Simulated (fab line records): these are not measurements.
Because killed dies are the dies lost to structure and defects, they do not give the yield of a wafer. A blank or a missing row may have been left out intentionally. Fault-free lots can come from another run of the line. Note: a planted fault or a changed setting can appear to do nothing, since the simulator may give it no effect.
Chamber matching ; flow nand harc ; NHARC_P_BONDPAD_DESCUM_11 on rie diel-12 has 4 sister chambers
The step chemistry O2, time 3 s. 8 wafers are shown with their chamber, then 11 later ones without.

== EACH WAFER AND ITS CHAMBER ==
wafer;chamber;showerhead plenum p Torr (Torr);oes product au (a.u.)
L077.3;1;1.98;1.004
L078.5;2;1.85;0.984
L082.5;2;1.85;0.986
L082.6;3;1.88;1.007
L085.1;0;1.95;0.993
L085.5;1;1.98;1.001
L085.6;0;1.95;0.993
L087.2;3;1.87;1.007

== WAFERS WITH NO CHAMBER GIVEN ==
wafer;showerhead plenum p Torr (Torr);oes product au (a.u.)
L087.3;1.85;0.990
L087.5;1.95;0.996
L089.1;1.87;1.000
L089.2;1.97;1.001
L089.6;1.85;0.987
L095.2;1.95;1.002
L095.4;1.85;0.998
L095.6;1.87;0.999
L096.1;1.87;1.000
L096.3;1.85;0.976
L096.6;1.97;0.998

== WHICH CHAMBER EACH ONE RAN IN ==
wafer;from the rows above;in truth
L087.3;2;2
L087.5;0;0
L089.1;3;3
L089.2;1;1
L089.6;2;2
L095.2;can't be placed: 0 or 1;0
L095.4;can't be placed: 3 or 2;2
L095.6;3;3
L096.1;3;3
L096.3;2;2
L096.6;1;1
Correct placement for 9 of the 11. Unplaceable from these rows: 2, with the true chamber sitting among the candidates in 2. Wrongly placed: 0.
How it was worked out, from the rows above alone: a wafer's distance from a chamber is the root of the sum, over the readings, of the square of ((its reading less the chamber's mean) divided by the reading's scatter). If the next closest chamber is less than 2 further off than the closest, the wafer can't be placed; otherwise it belongs to the closest. A chamber's mean is the mean of its shown wafers. The scatter: the root of (the sum of the squares of (reading less its chamber's mean) over the shown wafers, divided by (wafers less chambers)).
